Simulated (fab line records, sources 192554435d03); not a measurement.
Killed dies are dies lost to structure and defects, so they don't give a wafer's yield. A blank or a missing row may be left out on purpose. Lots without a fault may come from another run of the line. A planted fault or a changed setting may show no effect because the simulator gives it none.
fab line records | flow n5_finfet
record lots=10 wafers=30 last_day=17
route steps=1938 shown BEOL_M7@1279
lots that met no fault: from a run of the same line without faults
start_h: hours from the record's first day to the start of the lot's first wafer shown | wait_h: hours since the lot's step before | " the same as in the row above | L1.1+2: a row that stands for several wafers | - no value, or no start given | * or withheld: withheld | < > ~ a bound
route shown NAME@n: a module of which the file shows steps, and the number in the route of the first | usual: mean/standard deviation of fault-free wafers | same: alike in all rows | chamber/n: place in a boat | sites: the reading at each site | _std_site: their standard deviation | _edge_site: outer sites' mean less inner sites' | radius_mm: how far each site lies from the wafer's centre | mask NAME#n: copy n | behind: the tool/chamber that last shaped the wafer | hold: why the lot was held/for how many hours/how that ended | device: the transistor (n, p or np) that didn't switch | end of line: the same wafers' tests at the end of the route | a step without rows: its recipe alone | killed: dies lost to structure and defects at the first sort, not the wafer's yield | map: a wafer's dies, x killed, . not, _ none there
set.NAME: the setting as run; set.NAME@STEP: as run at that earlier step | model.NAME: the simulator's own value behind a step, which no gauge read
steps of the route over a sample of lots; a table a step, a row a wafer
services: from which hour (start_h, from the record's first day; less than 0 if before it) a tool's chamber was out of use, for how many hours, and why
## steps
# step N5_BEOL_M7_DESCUM_16
# recipe chemistry=O2 time_s=7.9 source_power_w=50 bias_power_w=20 pressure_mtorr=20 rf_frequency_hz=2.712e+07 temp_c=40 resist=CAR-ArF o2_flow_sccm=225
# usual drypump_motor_current_A=5.7/0.51 o2_flow_sccm=225.0/0.68 oes_product_au=0.82/0.07 rf_vpp_V=243.5/1.3 showerhead_plenum_p_Torr=2.12/0.065 throttle_valve_pct=20.33/0.18
# columns lot.wafer tool chamber start_h wait_h drypump_motor_current_A o2_flow_sccm oes_product_au rf_hours_counter_h rf_vpp_V showerhead_plenum_p_Torr throttle_valve_pct
L650.2 rie_diel-03 3 209.77 0.0 5.7 224.3 0.89 33 243.0 2.14 20.34
L650.3 " 1 " " 6.6 225.5 0.72 209 244.2 2.15 20.47
L650.4 " 0 " " 5.6 225.7 0.93 27 243.7 2.05 19.94
L652.1 rie_diel-02 0 214.68 0.2 6.1 224.1 0.74 152 244.3 2.17 20.04
L652.4 " 2 " " 5.0 225.1 0.80 - 242.4 2.02 20.45
L652.6 " 0 " " 6.1 224.3 0.76 - 244.4 2.17 20.04
L651.1 rie_diel-01 3 214.90 0.3 5.5 224.2 0.88 45 242.7 2.13 20.36
L651.4 " 1 " " 5.7 225.1 0.77 146 244.3 2.10 20.36
L651.5 " 0 " " 5.8 225.5 0.84 - 244.8 2.22 20.57
L653.3 rie_diel-01 2 228.59 0.0 4.9 225.9 0.81 94 241.0 2.03 20.18
L653.4 " 1 " " 5.7 225.1 0.77 150 244.2 2.10 20.40
L653.5 " 3 " " 5.5 224.1 0.87 - 244.8 2.13 20.37
L666.1 rie_diel-02 2 300.54 0.2 5.1 225.5 0.77 119 242.3 2.02 20.50
L666.5 " 2 " " 5.1 225.6 0.77 - 241.7 2.02 20.49
L666.6 " 1 " " 5.8 224.7 0.92 - 243.5 2.04 20.51
L665.2 rie_diel-03 1 307.60 0.2 6.6 226.0 0.70 241 243.9 2.14 20.52
L665.4 " 2 " " 6.4 224.3 0.83 76 244.4 2.20 20.26
L665.5 " 1 " " 6.5 226.1 0.70 - 244.2 2.14 20.51
L667.1 rie_diel-01 0 321.38 0.0 5.8 225.2 0.79 86 245.6 2.21 20.61
L667.3 " 1 " " 5.7 223.6 0.73 181 243.1 2.09 20.43
L667.4 " 2 " " 4.9 223.8 0.79 122 243.0 2.02 20.21
L668.2 rie_diel-02 3 326.84 0.0 4.9 225.1 0.92 11 243.9 2.13 20.28
L668.4 " 2 " " 5.0 226.3 0.77 126 242.8 2.01 20.50
L668.5 " 0 " " 6.1 224.5 0.72 - 243.7 2.16 20.08
L669.1 rie_diel-03 1 331.04 0.2 6.6 224.9 0.69 248 244.2 2.14 20.51
L669.3 " 3 " " 5.8 224.7 0.83 72 244.4 2.12 20.39
L669.6 " 2 " " 6.4 225.4 0.82 - 243.2 2.20 20.27
L670.3 rie_diel-01 0 340.46 0.4 5.8 223.6 0.80 91 246.7 2.21 20.61
L670.4 " 2 " " 4.9 225.1 0.79 128 241.3 2.02 20.21
L670.6 " 2 " " 4.8 225.9 0.78 - 242.4 2.01 20.23
# step N5_BEOL_M7_STRIP_67
# recipe chemistry=CF4 resist=SiARC power_w=300 bias_power_w=75 pressure_mtorr=50 cf4_flow_sccm=150 rf_frequency_hz=6e+07
# usual drypump_motor_current_A=5.7/0.51 oes_product_au=0.81/0.067 rf_vpp_V=271.6/1.5 showerhead_plenum_p_Torr=1.81/0.053 throttle_valve_pct=13.48/0.19
# columns lot.wafer tool chamber start_h wait_h drypump_motor_current_A oes_product_au rf_hours_counter_h rf_vpp_V showerhead_plenum_p_Torr throttle_valve_pct
L650.2 rie_diel-03 3 210.01 0.0 5.7 0.89 34 273.1 1.82 13.38
L650.3 " 1 " " 6.6 0.73 209 270.6 1.84 13.73
L650.4 " 0 " " 5.6 0.93 27 271.0 1.75 13.01
L652.1 rie_diel-02 0 214.92 0.0 6.1 0.76 152 271.9 1.86 13.29
L652.4 " 2 " " 5.0 0.80 - 269.4 1.74 13.58
L652.6 " 0 " " 6.1 0.77 - 272.2 1.86 13.28
L651.1 rie_diel-01 3 215.14 0.0 5.5 0.87 45 272.5 1.83 13.47
L651.4 " 1 " " 5.7 0.77 146 271.5 1.80 13.56
L651.5 " 0 " " 5.8 0.83 - 273.1 1.89 13.62
L653.3 rie_diel-01 2 228.83 0.0 4.9 0.81 94 271.0 1.74 13.35
L653.4 " 1 " " 5.6 0.77 150 271.9 1.80 13.57
L653.5 " 3 " " 5.5 0.86 - 271.2 1.83 13.48
L666.1 rie_diel-02 2 300.78 0.0 5.1 0.78 119 269.5 1.73 13.64
L666.5 " 2 " " 5.1 0.77 - 269.7 1.73 13.64
L666.6 " 1 " " 5.8 0.91 - 270.0 1.75 13.54
L665.2 rie_diel-03 1 307.84 0.0 6.6 0.71 241 272.2 1.83 13.79
L665.4 " 2 " " 6.4 0.82 76 273.2 1.89 13.44
L665.5 " 1 " " 6.6 0.70 - 272.8 1.83 13.79
L667.1 rie_diel-01 0 321.62 0.0 5.8 0.80 86 275.3 1.88 13.66
L667.3 " 1 " " 5.7 0.74 181 270.9 1.79 13.64
L667.4 " 2 " " 4.9 0.78 122 271.9 1.73 13.38
L668.2 rie_diel-02 3 327.08 0.0 4.9 0.92 11 272.3 1.83 13.37
L668.4 " 2 " " 5.0 0.76 126 269.6 1.73 13.63
L668.5 " 0 " " 6.1 0.73 - 272.5 1.85 13.37
L669.1 rie_diel-03 1 331.28 0.0 6.6 0.70 248 274.6 1.83 13.79
L669.3 " 3 " " 5.7 0.84 72 270.9 1.81 13.48
L669.6 " 2 " " 6.4 0.82 - 273.2 1.89 13.48
L670.3 rie_diel-01 0 340.69 0.0 5.8 0.79 91 273.3 1.88 13.69
L670.4 " 2 " " 4.9 0.79 128 269.5 1.73 13.42
L670.6 " 2 " " 4.8 0.78 - 270.0 1.73 13.42
# step N5_BEOL_M7_OVL_MEAS_29
# recipe points_per_wafer=522
# usual V6_OVL=0.2/0.67
# columns lot.wafer tool chamber start_h wait_h V6_OVL[nm]
L650.2 overlay-02 0 210.83 0.0 0.9
L650.3 " 0 " " -0.6
L650.4 " 0 " " 1.0
L652.1 overlay-01 0 216.86 0.0 0.8
L652.4 " 0 " " 0.1
L652.6 " 0 " " -0.4
L651.1 overlay-02 0 217.02 0.0 0.7
L651.4 " 0 " " 0.4
L651.5 " 0 " " -0.1
L653.3 overlay-01 0 229.61 0.0 -0.4
L653.4 " 0 " " -1.2
L653.5 " 0 " " -0.3
L666.1 overlay-01 0 301.79 0.0 -0.6
L666.5 " 0 " " -2.1
L666.6 " 0 " " -0.5
L665.2 overlay-02 0 308.47 0.0 0.3
L665.4 " 0 " " 0.6
L665.5 " 0 " " 0.4
L667.1 overlay-02 0 325.62 0.0 0.6
L667.3 " 0 " " 0.3
L667.4 " 0 " " 0.7
L668.2 overlay-02 0 329.62 0.0 0.0
L668.4 " 0 " " -1.1
L668.5 " 0 " " -0.1
L669.1 overlay-02 0 331.96 0.0 0.0
L669.3 " 0 " " 0.0
L669.6 " 0 " " 1.7
L670.3 overlay-01 0 341.65 0.0 0.7
L670.4 " 0 " " 0.0
L670.6 " 0 " " 0.6
# step N5_BEOL_M7_ECD_50
# recipe material=Cu target_thk_a=3000
# columns lot.wafer tool chamber start_h wait_h
L650.2+3+4 ecd_cu-02 1,0,1 214.95 0.1
L652.1+4+6 ecd_cu-02 0,1,1 218.94 0.1
L651.1+4+5 ecd_cu-02 0,0,1 219.07 0.1
L653.3+4+5 ecd_cu-02 0,1,0 231.82 0.1
L666.1+5+6 ecd_cu-02 0,0,1 304.12 0.1
L665.2+4+5 ecd_cu-02 1,0,1 312.22 0.1
L667.1+3+4 ecd_cu-02 1,1,0 327.71 0.1
L668.2+4+5 ecd_cu-01 0 332.48 0.1
L669.1+3+6 ecd_cu-01 1,0,1 336.96 0.1
L670.3+4+6 ecd_cu-02 0,1,0 344.40 0.1
# step N5_BEOL_M7_CMP_52
# recipe stop_on=SiCOH_lowk t_overpolish_s=6.9 down_force_psi=1 platen_rpm=50 clearing_platen_down_force_psi=1.5 clearing_platen_rpm=50 post_cmp_clean=cu_alkaline target_thk_nm=80 clearing_platen_pad_velocity_m_s=0.99484 pad_velocity_m_s=0.99484
# usual motor_current_A=6.3/0.66 slurry_filter_dp_kPa=13.49/0.14 time_to_endpoint_s=61.9/2.2
# columns lot.wafer tool chamber start_h wait_h motor_current_A slurry_filter_dp_kPa time_to_endpoint_s
L650.3 cmp-02 2 215.91 0.2 5.9 13.45 61.6
L650.4 " 3 " " 5.7 13.72 59.5
L650.2 " 0 " " 5.3 13.22 60.8
L652.1 cmp-02 3 219.49 0.3 5.6 13.33 61.0
L652.4 " 1 " " 6.7 13.49 18.0
L652.6 " 2 " " 6.3 13.35 17.5
L651.4 cmp-04 1 219.80 0.2 6.9 13.50 17.2
L651.1 " 2 " " 7.3 13.37 61.4
L651.5 " 0 " " 5.4 13.70 60.9
L653.3 cmp-02 1 232.84 0.3 6.7 13.31 57.2
L653.4 " 2 " " 5.9 13.55 17.3
L653.5 " 3 " " 5.5 13.50 60.8
L666.1 cmp-04 3 304.70 0.3 6.7 13.38 62.4
L666.6 " 3 " " 7.0 13.55 61.5
L666.5 " 0 " " 5.3 13.46 63.2
L665.2 cmp-03 1 313.55 1.0 6.6 13.51 60.1
L665.4 " 3 " " 6.4 13.66 63.4
L665.5 " 2 " " 7.0 13.40 65.8
L667.4 cmp-04 3 328.24 0.1 6.8 13.46 64.9
L667.3 " 1 " " 7.2 13.74 62.7
L667.1 " 2 " " 7.2 13.61 60.2
L668.4 cmp-03 2 333.90 0.3 6.7 13.32 64.5
L668.2 " 3 " " 6.4 13.63 61.5
L668.5 " 1 " " 6.5 13.50 60.2
L669.1 cmp-02 0 337.39 0.3 5.0 13.66 64.5
L669.3 " 2 " " 5.7 13.46 64.8
L669.6 " 3 " " 5.6 13.29 67.7
L670.3 cmp-02 3 345.59 0.2 5.8 13.11 62.8
L670.4 " 0 " " 5.4 13.56 61.5
L670.6 " 2 " " 5.8 13.29 63.0
## services
# columns tool chamber start_h hours kind
cmp-04 - 189.08 0.5 repair
cmp-03 - 193.33 4.0 pm
cmp-03 - 197.70 1.8 repair
cmp-03 - 200.88 9.4 pm
cmp-04 - 200.94 6.7 repair
rie_diel-03 3 214.67 3.1 repair
rie_diel-01 0 216.59 1.2 repair
rie_diel-02 - 219.04 0.7 repair
rie_diel-03 2 224.91 9.3 repair
cmp-02 - 230.48 1.0 repair
rie_diel-03 0 240.51 12.8 repair
ecd_cu-02 - 241.74 2.8 repair
rie_diel-02 3 256.42 2.8 repair
cmp-02 - 264.59 5.4 pm
ecd_cu-02 - 266.55 4.8 pm
rie_diel-02 2 267.02 6.3 repair
cmp-04 - 295.51 4.1 repair
cmp-02 - 296.11 2.5 repair
rie_diel-01 0 301.30 18.0 repair
rie_diel-01 2 304.72 3.9 repair
cmp-04 - 309.66 4.0 pm
rie_diel-02 - 315.20 0.5 repair
cmp-02 - 316.20 11.3 repair
rie_diel-02 2 334.70 5.6 repair
## key
first_sign step=N5_BEOL_M7_CMP_52 reading=time_to_endpoint_s direction=down sigmas=20 usual=* struck=*
effect none on later readings
met_at N5_BEOL_M7_ECD_50
struck_lots L651,L652,L653
struck_wafers L651.4,L652.4,L652.6,L653.4
not_acting_at N5_BEOL_M7_DESCUM_16,N5_BEOL_M7_STRIP_67,N5_BEOL_M7_OVL_MEAS_29
fault kind=process_parameter_drift tool=ecd_cu-02 chamber=- onset_h=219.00 steps=N5_BEOL_M7_ECD_50 channel=target_thk_a offset=* shape=step end_h=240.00 scope=struck_wafers_only acts_in=* stated=*
